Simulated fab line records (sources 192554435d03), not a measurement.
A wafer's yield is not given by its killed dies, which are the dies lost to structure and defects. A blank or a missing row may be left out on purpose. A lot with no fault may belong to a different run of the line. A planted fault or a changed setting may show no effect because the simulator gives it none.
fab line records | flow n5Finfet
record lots=6 wafers=16 lastDay=17
route steps=1938 shown HKMG_FIN@438 BEOL_M4@1111 PASSIVATION@1936
lots that met no fault: from a run of the same line without faults
startH: hours from the record's opening day to when the first of the lot's shown wafers began | waitH: how many hours have passed since the lot's step before this one | " as in the row above | L1.1+2: a row that stands for several wafers | - no value present, or no start provided | * or withheld: withheld | < > ~ a bound
route shown NAME@n: a module of which the file shows steps, and the number in the route of the first | usual: average and standard deviation across the fault-free wafers | same: alike in all rows | chamber/n: place in a boat | sites: readings site by site | _std_site: the values' standard deviation | _edge_site: outer sites' mean less inner sites' | radiusMm: how far each site lies from the wafer's centre | mask NAME#n: copy n | behind: the last tool/chamber to shape the wafer | hold: why the lot was held/for how many hours/how that ended | device: which transistor (n, p or np) failed to switch | end of line: tests run on the same wafers once the route is complete | a step without rows: its recipe alone | killed: not the wafer's yield, but the dies lost to structure and defects at the first sort | map: a wafer's dies, x killed, . not, _ none there
set.NAME: the setting the step ran with; set.NAME@STEP: the setting that earlier step ran with | model.NAME: the simulator's own value behind a step, which no gauge read
a table for each step, a row for each wafer; lots at some steps of the route
services: when a tool's chamber went out of use (startH, in hours from the record's first day, below 0 if earlier), for how many hours, and the reason
## steps
# step N5_HKMG_FIN_ETCH_35
# recipe chemistry=N2/H2 target=SOC targetDepthA=2158 ionEnergyEv=65 biasW=5 sourceW=3000 timeS=243.4 pressureMtorr=30 n2FlowSccm=200 h2FlowSccm=200
# usual drypumpMotorCurrentA=5.7/0.46 oesProductAu=0.79/0.098 rfVppV=141.6/1.2 showerheadPlenumPTorr=2.53/0.11 throttleValvePct=17.90/0.27
# columns lot.wafer tool chamber startH waitH drypumpMotorCurrentA oesProductAu rfHoursCounterH rfVppV showerheadPlenumPTorr throttleValvePct
L700.2 rieDiel-03 1 80.71 0.0 6.2 0.72 218 141.4 2.50 17.71
L700.5 " 1 " " 6.1 0.72 - 140.5 2.50 17.69
L700.6 " 2 " " 5.6 0.78 - 140.9 2.54 17.59
L705.2 rieDiel-01 1 111.76 0.0 6.1 0.74 161 141.1 2.55 17.83
L705.4 " 2 " " 5.1 0.94 - 140.8 2.47 17.38
L705.5 " 1 " " 6.1 0.75 - 141.4 2.55 17.84
L706.1 rieDiel-02 1 116.94 0.0 5.9 0.68 233 140.8 2.41 18.04
L706.3 " 3 " " 6.4 0.87 63 141.8 2.60 17.79
L706.6 " 1 " " 5.9 0.69 - 139.9 2.41 18.02
L709.2 rieDiel-01 1 135.57 0.0 6.1 0.74 170 141.1 2.54 17.85
L709.5 " 2 " " 5.2 0.90 - 141.9 2.47 17.40
L709.6 " 1 " " 6.1 0.74 - 141.7 2.54 17.85
L715.2 rieDiel-02 1 170.30 0.0 5.9 0.68 252 140.2 2.40 18.06
L715.3 " 0 " " 5.1 0.70 217 140.5 2.42 18.19
L716.2 rieDiel-02 0 179.81 0.0 5.0 0.69 220 141.4 2.42 18.20
L716.3 " 2 " " 5.3 0.93 23 142.3 2.72 17.97
# step N5_HKMG_FIN_STRIP_92
# recipe chemistry=N2/H2 material=SOC timeS=20 powerW=500 tempC=40 pressureMtorr=50 rfFrequencyHz=6e+07 biasPowerW=8 h2Frac=0.5 n2FlowSccm=300 h2FlowSccm=300
# step N5_HKMG_FIN_WET_ETCH_18
# recipe chemistry=SC1 target=TiN mix=1:1:5 tempC=* timeS=55 targetDepthNm=5.2 dry=ipaMarangoni rinseTimeS=30 rinseTempC=23
# step N5_HKMG_FIN_STRIP_19
# recipe chemistry=N2/H2 powerW=2500 tempC=300 h2Frac=0.65 timeS=360 pressureMtorr=withheld n2FlowSccm=1750 h2FlowSccm=3250
# step N5_HKMG_FIN_ALD_91
# recipe material=TiN targetThkA=10 tempC=400 aldPrecursorFamily=TiCl4 aldCoReactant=NH3 pulseTimeS=1 purgeTimeS=3 coReactantPurgeTimeS=2 coReactantPulseTimeS=2 aldCycles=47 pressureTorr=3
# step N5_HKMG_FIN_COAT_85
# recipe resist=SOC tempC=250 timeS=60 spinRpm=1500 resistThkNm=300
# step N5_HKMG_FIN_ETCH_86
# recipe chemistry=N2/H2 target=SOC targetDepthA=3932 stopOn=TiN ionEnergyEv=100 biasW=61 pressureMtorr=30 sourceW=850 n2FlowSccm=200 h2FlowSccm=200
# usual drypumpMotorCurrentA=5.7/0.43 oesProductAu=0.78/0.082 rfVppV=240.7/1.4 showerheadPlenumPTorr=2.54/0.089 throttleValvePct=17.79/0.27
# columns lot.wafer tool chamber startH waitH drypumpMotorCurrentA oesProductAu rfHoursCounterH rfVppV showerheadPlenumPTorr throttleValvePct
L700.2 rieDiel-01 3 81.73 - 5.8 0.71 172 242.5 2.64 18.30
L700.5 " 0 " " 5.8 0.74 - 241.7 2.66 17.80
L700.6 " 1 " " 6.1 0.76 - 242.6 2.55 17.79
L705.2 rieDiel-01 1 112.77 - 6.1 0.76 161 240.5 2.55 17.81
L705.4 " 0 " " 5.8 0.73 - 240.6 2.65 17.81
L705.5 " 1 " " 6.1 0.75 - 240.3 2.55 17.82
L706.1 rieDiel-02 1 117.96 - 5.9 0.69 233 239.0 2.41 18.00
L706.3 " 0 " " 5.1 0.72 198 238.9 2.43 18.13
L706.6 " 3 " " 6.4 0.84 - 240.5 2.60 17.75
L709.2 rieDiel-02 3 136.59 - 6.4 0.84 70 239.7 2.59 17.75
L709.5 " 0 " " 5.1 0.71 - 239.5 2.42 18.15
L709.6 " 3 " " 6.4 0.84 - 242.1 2.59 17.77
L715.2 rieDiel-03 2 171.41 - 5.6 0.76 129 242.2 2.52 17.63
L715.3 " 3 " " 6.0 0.85 65 240.8 2.57 17.58
L716.2 rieDiel-01 2 180.85 - 5.1 0.87 49 240.0 2.46 17.40
L716.3 " 3 " " 5.8 0.68 206 240.8 2.62 18.35
# step N5_HKMG_FIN_STRIP_89
# recipe chemistry=N2/H2 material=SOC timeS=20 powerW=500 tempC=40 pressureMtorr=50 rfFrequencyHz=6e+07 biasPowerW=8 h2Frac=0.5 n2FlowSccm=300 h2FlowSccm=300
# usual drypumpMotorCurrentA=5.7/0.43 oesProductAu=0.79/0.099 rfVppV=54.1/0.8 showerheadPlenumPTorr=3.35/0.11 throttleValvePct=19.0/0.39
# columns lot.wafer tool chamber startH waitH drypumpMotorCurrentA oesProductAu rfHoursCounterH rfVppV showerheadPlenumPTorr throttleValvePct
L700.2 rieDiel-01 3 81.79 0.0 5.7 0.73 172 55.0 3.48 19.7
L700.5 " 0 " " 5.8 0.71 - 55.1 3.50 18.7
L700.6 " 1 " " 6.1 0.76 - 53.1 3.37 18.8
L705.2 rieDiel-01 1 112.83 0.0 6.1 0.74 161 52.8 3.36 18.8
L705.4 " 0 " " 5.8 0.69 - 53.0 3.50 18.7
L705.5 " 1 " " 6.1 0.74 - 54.4 3.36 18.8
L706.1 rieDiel-02 1 118.02 0.0 5.9 0.67 233 55.0 3.19 18.9
L706.3 " 0 " " 5.1 0.71 198 53.4 3.21 19.5
L706.6 " 3 " " 6.4 0.86 - 53.1 3.43 19.1
L709.2 rieDiel-02 3 136.65 0.0 6.4 0.86 70 54.5 3.42 19.1
L709.5 " 0 " " 5.1 0.71 - 54.1 3.21 19.5
L709.6 " 3 " " 6.4 0.87 - 55.4 3.42 19.1
L715.2 rieDiel-03 2 171.47 0.0 5.6 0.74 129 54.9 3.33 18.4
L715.3 " 3 " " 6.0 0.84 65 54.8 3.39 18.9
L716.2 rieDiel-01 2 180.91 0.0 5.1 0.91 49 53.9 3.26 18.4
L716.3 " 3 " " 5.8 0.70 206 55.5 3.46 19.7
# step N5_HKMG_FIN_WET_ETCH_87
# recipe chemistry=SC1 target=TiN mix=1:2:40 tempC=50 timeS=154.2 targetDepthNm=4.7 dry=ipaMarangoni rinseTimeS=30 rinseTempC=23
# step N5_HKMG_FIN_STRIP_88
# recipe chemistry=N2/H2 powerW=2500 tempC=300 h2Frac=0.65 timeS=360 pressureMtorr=withheld n2FlowSccm=1750 h2FlowSccm=3250
# usual drypumpMotorCurrentA=5.7/0.47 heaterPowerW=512/40
# columns lot.wafer tool chamber startH waitH drypumpMotorCurrentA heaterPowerW rfHoursCounterH
L700.2 plasmaAsher-02 1 81.98 0.0 6.3 487 92
L700.5 " 1 " " 6.3 504 -
L700.6 " 0 " " 5.7 473 -
L705.2 plasmaAsher-01 0 113.02 0.0 5.0 586 42
L705.4 " 0 " " 5.0 590 -
L705.5 " 0 " " 5.0 581 -
L706.1 plasmaAsher-02 1 118.22 0.0 6.3 494 100
L706.3 " 1 " " 6.3 484 -
L706.6 " 1 " " 6.3 508 -
L709.2 plasmaAsher-02 1 136.84 0.0 6.3 509 104
L709.5 " 1 " " 6.3 497 -
L709.6 " 0 " " 5.7 470 -
L715.2 plasmaAsher-02 0 171.66 0.0 5.7 481 111
L715.3 " 1 " " 6.3 503 -
L716.2 plasmaAsher-02 0 181.11 0.0 5.7 470 113
L716.3 " 1 " " 6.3 492 -
# step N5_HKMG_FIN_NWFM_ALD_20
# recipe material=TiAlC targetThkA=20 tempC=300 aldPrecursorFamily=TiCl4 aldCoReactant=TEA pulseTimeS=3 purgeTimeS=2 coReactantPurgeTimeS=2 coReactantPulseTimeS=10 aldCycles=7 pressureTorr=3
# step N5_HKMG_FIN_ALD_71
# recipe material=TiN targetThkA=10 tempC=400 aldPrecursorFamily=TiCl4 aldCoReactant=NH3 pulseTimeS=1 purgeTimeS=3 coReactantPurgeTimeS=2 coReactantPulseTimeS=2 aldCycles=47 pressureTorr=3
# step N5_HKMG_FIN_COAT_66
# recipe resist=SOC tempC=250 timeS=60 spinRpm=1500 resistThkNm=300
# usual heaterPowerTotalW=500.4/2 runLengthS=66.15/0.19
# columns lot.wafer tool chamber startH waitH heaterPowerTotalW runLengthS
L700.2 lithoTrack-03 0 82.74 0.2 500.2 65.95
L700.5 " 0 " " 502.0 65.88
L700.6 " 0 " " 501.9 66.13
L705.2 lithoTrack-01 0 113.78 0.2 497.9 66.31
L705.4 " 0 " " 498.7 66.37
L705.5 " 0 " " 498.3 66.45
L706.1 lithoTrack-01 0 118.98 0.2 499.5 66.19
L706.3 " 0 " " 501.5 66.60
L706.6 " 0 " " 502.2 66.27
L709.2 lithoTrack-05 0 137.60 0.2 503.1 66.20
L709.5 " 0 " " 502.8 66.07
L709.6 " 0 " " 502.5 65.77
L715.2 lithoTrack-01 0 172.42 0.2 542.7 58.49
L715.3 " 0 " " 500.1 66.30
L716.2 lithoTrack-01 0 181.87 0.2 543.3 58.49
L716.3 " 0 " " 503.0 66.29
# step N5_HKMG_FIN_ETCH_67
# recipe chemistry=N2/H2 target=SOC targetDepthA=3889 stopOn=TiN ionEnergyEv=100 biasW=61 pressureMtorr=30 sourceW=850 n2FlowSccm=200 h2FlowSccm=200
# usual drypumpMotorCurrentA=5.7/0.45 oesProductAu=0.77/0.091 rfVppV=240.6/1.6 showerheadPlenumPTorr=2.55/0.1 throttleValvePct=17.87/0.28
# columns lot.wafer tool chamber startH waitH drypumpMotorCurrentA oesProductAu rfHoursCounterH rfVppV showerheadPlenumPTorr throttleValvePct
L700.2 rieDiel-02 0 82.80 - 5.1 0.73 181 238.7 2.43 18.11
L700.5 " 3 " " 6.4 0.87 - 241.5 2.60 17.73
L700.6 " 0 " " 5.0 0.72 - 238.0 2.43 18.11
L705.2 rieDiel-01 0 113.85 - 5.8 0.70 167 242.1 2.65 17.82
L705.4 " 2 " " 5.1 0.91 - 240.4 2.47 17.36
L705.5 " 0 " " 5.8 0.70 - 241.8 2.65 17.82
L706.1 rieDiel-02 1 119.04 - 5.9 0.68 233 239.1 2.41 18.00
L706.3 " 0 " " 5.1 0.71 198 237.7 2.42 18.13
L706.6 " 1 " " 5.9 0.68 - 238.8 2.41 18.00
L709.2 rieDiel-02 1 137.66 - 5.9 0.67 240 238.1 2.41 18.01
L709.5 " 1 " " 5.9 0.67 - 237.8 2.41 18.01
L709.6 " 2 " " 5.3 0.92 - 243.0 2.72 17.90
L715.2 rieDiel-01 3 172.50 - 5.8 0.70 203 241.3 2.63 18.34
L715.3 " 0 " " 5.8 0.68 179 242.4 2.65 17.83
L716.2 rieDiel-03 0 181.93 - 5.4 0.65 240 238.7 2.41 18.12
L716.3 " 3 " " 6.0 0.83 70 242.0 2.57 17.57
# step N5_BEOL_M4_RC_MEAS_101
# usual DIBL_N=36.6/2.3 DIBL_P=36.3/2.8 IOFF_N=0.17/0.047 IOFF_P=0.22/0.048 ION_N=676/14 ION_P=463/9.4 SS_N=71.6/0.84 SS_P=73.4/0.85 VT_N=249/3.7 VT_P=-249/3.6
# columns lot.wafer tool chamber startH waitH DIBL_N[mV/V] DIBL_P[mV/V] IOFF_N[nA/um] IOFF_P[nA/um] ION_N[uA/um] ION_P[uA/um] SS_N[mV/dec] SS_P[mV/dec] VT_N[mV] VT_P[mV]
L700.2 prober-01 0 179.57 0.2 32.9 31.5 0.12 0.16 661 461 70.1 72.5 252 -252
L700.5 " 0 " " 35.8 34.1 0.14 0.19 674 456 71.7 72.3 252 -250
L700.6 " 0 " " 34.1 32.4 0.12 0.16 656 450 70.5 72.0 251 -252
L705.2 prober-02 0 204.50 0.2 36.7 36.2 0.14 0.18 662 454 72.0 73.0 252 -253
L705.4 " 0 " " 39.9 40.5 0.21 0.25 681 459 72.5 74.6 245 -251
L705.5 " 0 " " 35.4 34.4 0.12 0.16 670 461 71.5 72.5 254 -255
L706.1 prober-01 0 205.86 0.0 36.0 35.8 0.17 0.23 681 473 71.3 73.2 248 -245
L706.3 " 0 " " 33.6 33.3 0.12 0.20 667 469 71.6 72.6 252 -248
L706.6 " 0 " " 36.0 35.3 0.15 0.23 666 462 72.0 73.6 247 -247
L709.2 prober-01 0 228.60 0.2 36.1 35.6 0.14 0.18 659 454 71.6 73.1 252 -252
L709.5 " 0 " " 36.7 36.9 0.15 0.21 682 471 71.1 73.7 253 -248
L709.6 " 0 " " 33.8 32.8 0.11 0.15 678 463 70.8 72.3 252 -252
L715.2 prober-01 0 256.45 0.2 34.3 34.3 0.13 0.18 665 457 70.6 73.0 250 -250
L715.3 " 0 " " 33.8 32.4 0.12 0.16 669 463 71.2 72.7 255 -253
L716.2 prober-02 0 265.77 0.2 38.6 39.8 0.21 0.29 682 469 72.5 73.9 245 -246
L716.3 " 0 " " 42.0 40.8 0.31 0.32 677 463 74.7 75.0 246 -241
# step N5_PASSIVATION_PROBE_49
# usual defectLimitedYield=91.5/1.5 killed_at_M0_to_M3=33/9.9 killed_at_M4_up=14/5.2 killedAtContacts=11/5.2 killedAtFrontEnd=38/10 killedAtOther=4/3.5 killedDies=100/18 killedOpen=66/14 killedShort=32/6.9 sort_bin_4_leakage=0.00/0.027 sort_bin_5_function=5.0/1 sort_bin_6_memory=3.1/0.69 sortNPass=1080/18 sortYieldPct=91.5/1.5
# same grossDies=1180 killedAtBackSide=0 sort_bin_8_speed[%]=0
# columns lot.wafer tool chamber startH waitH defectLimitedYield[%] killed_at_M0_to_M3 killed_at_M4_up killedAtContacts killedAtFrontEnd killedAtOther killedDies killedOpen killedShort sort_bin_4_leakage[%] sort_bin_5_function[%] sort_bin_6_memory[%] sortNPass sortYieldPct[%]
L700.2 prober-02 - 287.49 0.1 92.5 28 18 10 32 0 88 60 28 0 4.3 2.8 1092 92.5
L700.5 prober-02 - 287.64 0.2 93.0 25 13 2 40 3 83 57 26 0 3.5 3.3 1097 93.0
L700.6 prober-02 - 287.69 0.3 92.5 31 16 5 31 6 89 59 29 0 5.0 2.5 1091 92.5
L706.1 prober-02 - 324.23 0.0 89.9 44 17 16 35 7 119 81 38 0 6.4 3.3 1061 89.9
L706.3 prober-02 - 324.33 0.1 92.9 24 14 9 25 12 84 52 28 0 4.4 2.5 1096 92.9
L706.6 prober-02 - 324.48 0.3 90.6 38 20 7 38 8 111 66 44 0 5.5 3.7 1069 90.6
L705.2 prober-02 - 333.66 0.2 91.0 47 15 13 30 1 106 72 34 0 5.7 3.1 1074 91.0
L705.4 prober-02 - 333.76 0.3 91.9 36 7 7 40 6 96 59 37 0 5.0 2.9 1084 91.9
L705.5 prober-02 - 333.81 0.3 92.3 28 17 7 34 5 91 56 35 0 4.6 2.6 1089 92.3
L709.2 prober-01 - 347.09 0.1 90.3 47 13 23 32 0 115 77 38 0 5.3 4.0 1065 90.3
L709.5 prober-01 - 347.24 0.2 90.5 26 18 17 50 1 112 69 40 0 6.0 2.8 1068 90.5
L709.6 prober-01 - 347.29 0.3 86.7 60 17 14 62 4 157 106 49 0 8.9 4.0 1023 86.7
L715.2 prober-01 - 365.27 0.1 91.9 26 4 22 42 2 96 66 29 0 5.3 2.7 1084 91.9
L715.3 prober-01 - 365.32 0.1 91.7 19 9 15 49 6 98 64 32 0 5.0 3.1 1082 91.7
L716.2 prober-02 - 404.88 0.1 90.6 49 18 0 42 2 111 64 34 0 4.9 3.1 1069 90.6
L716.3 prober-02 - 404.93 0.1 91.8 46 12 10 29 0 97 67 30 0.25 5.4 2.5 1080 91.5
# killed by level:class
L700.2 BEOL_M3:geometricParticle:open=9 MOL_CONTACT_COAG:geometricParticle:open=8 STI_FIN_REVEAL:geometricParticle:open=7 FIN_SAQP:geometricParticle:short=6 BEOL_M1:geometricParticle:open=5 BEOL_M0_SAQP:geometricParticle:open=4 BEOL_M4:geometricParticle:open=4 FIN_SAQP:geometricParticle:open=3
L700.5 FIN_SAQP:geometricParticle:open=12 BEOL_M0_SAQP:geometricParticle:open=9 STI_FIN_REVEAL:geometricParticle:open=6 FIN_SAQP:geometricParticle:short=5 BEOL_M4:geometricParticle:open=5 STARTING-WAFER:geometricParticle:short=5 STI_FIN_REVEAL:geometricParticle:short=3 BEOL_M0_SAQP:geometricParticle:short=3
L700.6 STI_FIN_REVEAL:geometricParticle:open=11 FIN_SAQP:geometricParticle:short=9 BEOL_M0_SAQP:geometricParticle:open=8 BEOL_M3:geometricParticle:open=7 BEOL_M1:geometricParticle:open=5 FIN_SAQP:geometricParticle:open=4 MOL_CONTACT_COAG:geometricParticle:open=4 BEOL_M3:geometricParticle:short=4
L706.1 BEOL_M3:geometricParticle:open=16 MOL_CONTACT_COAG:geometricParticle:open=13 STI_FIN_REVEAL:geometricParticle:open=8 FIN_SAQP:geometricParticle:short=6 BEOL_M1:geometricParticle:open=6 BEOL_M0_SAQP:geometricParticle:short=5 BEOL_M3:geometricParticle:short=5 DUMMY_GATE:geometricParticle:short=4
L706.3 BEOL_M3:geometricParticle:open=11 MOL_CONTACT_COAG:geometricParticle:open=7 FIN_SAQP:geometricParticle:open=5 BEOL_M0_SAQP:geometricParticle:open=5 PASS1_CAP:geometricParticle:short=5 BEOL_M0_SAQP:geometricParticle:short=4 BEOL_M5:geometricParticle:open=4 FIN_SAQP:geometricParticle:short=3
L706.6 BEOL_M3:geometricParticle:open=12 GATE_CUT:geometricParticle:short=8 BEOL_M0_SAQP:geometricParticle:short=7 ILD0:geometricParticle:short=6 BEOL_M5:geometricParticle:open=6 FIN_SAQP:geometricParticle:open=5 ILD0:geometricParticle:open=5 MOL_CONTACT_COAG:geometricParticle:open=5
L705.2 BEOL_M2:geometricParticle:open=14 BEOL_M0_SAQP:geometricParticle:short=12 MOL_CONTACT_COAG:geometricParticle:open=11 STI_FIN_REVEAL:geometricParticle:open=10 BEOL_M0_SAQP:geometricParticle:open=9 BEOL_M4:geometricParticle:open=6 FIN_SAQP:geometricParticle:short=5 FIN_SAQP:geometricParticle:open=5
L705.4 BEOL_M0_SAQP:geometricParticle:open=13 BEOL_M0_SAQP:geometricParticle:short=11 FIN_SAQP:geometricParticle:open=8 FIN_SAQP:geometricParticle:short=7 MOL_CONTACT_COAG:geometricParticle:open=6 STARTING-WAFER:geometricParticle:open=6 STI_FIN_REVEAL:geometricParticle:open=4 BEOL_M2:geometricParticle:open=4
L705.5 BEOL_M0_SAQP:geometricParticle:short=11 STI_FIN_REVEAL:geometricParticle:open=9 BEOL_M0_SAQP:geometricParticle:open=9 BEOL_M4:geometricParticle:open=7 MOL_CONTACT_COAG:geometricParticle:open=5 BEOL_M4:geometricParticle:short=5 STARTING-WAFER:geometricParticle:short=5 FIN_SAQP:geometricParticle:open=4
L709.2 MOL_CONTACT_COAG:geometricParticle:open=19 BEOL_M0_SAQP:geometricParticle:short=15 BEOL_M0_SAQP:geometricParticle:open=11 BEOL_M3:geometricParticle:open=10 BEOL_M4:geometricParticle:open=6 GATE_CUT:geometricParticle:open=5 DUMMY_GATE:geometricParticle:open=4 GATE_CUT:geometricParticle:short=4
L709.5 MOL_CONTACT_COAG:geometricParticle:open=12 STI_FIN_REVEAL:geometricParticle:open=10 GATE_CUT:geometricParticle:short=9 DUMMY_GATE:geometricParticle:open=7 BEOL_M4:geometricParticle:open=7 BEOL_M0_SAQP:geometricParticle:short=6 BEOL_M1:geometricParticle:open=6 FIN_SAQP:geometricParticle:short=5
L709.6 BEOL_M0_SAQP:geometricParticle:open=27 FIN_SAQP:geometricParticle:open=16 STI_FIN_REVEAL:geometricParticle:open=14 BEOL_M0_SAQP:geometricParticle:short=14 MOL_CONTACT_COAG:geometricParticle:open=11 FIN_SAQP:geometricParticle:short=8 GATE_CUT:geometricParticle:short=8 BEOL_M1:geometricParticle:open=8
L715.2 MOL_CONTACT_COAG:geometricParticle:open=18 STI_FIN_REVEAL:geometricParticle:open=12 ILD0:geometricParticle:short=6 BEOL_M0:geometricParticle:open=6 BEOL_M1:geometricParticle:open=6 FIN_SAQP:geometricParticle:open=5 DUMMY_GATE:geometricParticle:open=4 MOL_CONTACT_COAG:geometricParticle:short=4
L715.3 MOL_CONTACT_COAG:geometricParticle:open=14 STI_FIN_REVEAL:geometricParticle:open=10 FIN_SAQP:geometricParticle:short=6 GATE_CUT:geometricParticle:short=6 BEOL_M1:geometricParticle:open=5 BEOL_M3:geometricParticle:open=5 STARTING-WAFER:geometricParticle:open=5 STI_FIN_REVEAL:geometricParticle:short=4
L716.2 BEOL_M2:geometricParticle:open=17 BEOL_M0_SAQP:geometricParticle:short=11 GATE_CUT:geometricParticle:short=10 HKMG_FIN:areaEtch=10 BEOL_M0:geometricParticle:open=8 STI_FIN_REVEAL:geometricParticle:open=7 BEOL_M0_SAQP:geometricParticle:open=7 BEOL_M4:geometricParticle:open=5
L716.3 BEOL_M2:geometricParticle:open=14 STI_FIN_REVEAL:geometricParticle:open=10 BEOL_M0_SAQP:geometricParticle:open=10 BEOL_M0_SAQP:geometricParticle:short=8 MOL_CONTACT_COAG:geometricParticle:open=7 FIN_SAQP:geometricParticle:open=5 FIN_SAQP:geometricParticle:short=4 BEOL_M2:geometricParticle:short=4
## services
# columns tool chamber startH hours kind
rieDiel-02 2 94.61 - clean
rieDiel-02 2 94.61 - consumableReplace:esc
rieDiel-02 2 94.61 - consumableReplace:focusRing
rieDiel-02 2 94.61 - consumableReplace:showerhead
rieDiel-02 2 94.61 22.5 scheduledDown
rieDiel-02 2 94.61 22.5 ventCycle
rieDiel-01 3 110.08 4.3 repair
rieDiel-03 2 128.56 3.6 repair
rieDiel-02 3 139.10 12.7 repair
rieDiel-01 0 143.26 26.3 repair
plasmaAsher-01 - 150.28 1.2 repair
rieDiel-03 1 174.77 - clean
rieDiel-03 1 174.77 - consumableReplace:focusRing
rieDiel-03 1 174.77 17.9 scheduledDown
rieDiel-03 1 174.77 17.9 ventCycle
rieDiel-02 1 177.05 - clean
rieDiel-02 1 177.05 - consumableReplace:focusRing
rieDiel-02 1 177.05 - consumableReplace:showerhead
rieDiel-02 1 177.05 17.0 scheduledDown
rieDiel-02 1 177.05 17.0 ventCycle
plasmaAsher-01 - 177.64 3.0 repair
## key
firstSign step=N5_HKMG_FIN_COAT_66 reading=runLengthS direction=down sigmas=40 usual=* struck=*
effect step=N5_HKMG_FIN_COAT_66 reading=heaterPowerTotalW direction=up sigmas=22 usual=* struck=*
metAt N5_HKMG_FIN_COAT_66
struckWafers L715.2,L716.2
baselineLoss step=N5_HKMG_FIN_ETCH_86 wafers=L716.2
onsetBetween 118.98 172.42
fault kind=processParameterDrift tool=lithoTrack-01 chamber=- onsetH=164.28 steps=N5_HKMG_FIN_COAT_66 channel=timeS offset=* shape=step endH=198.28 scope=struckWafersOnly actsIn=* stated=*
# baselineLoss: these wafers lose ten dies or more at that step, a loss of the line's own and not of a fault; the sort's usual values leave them out
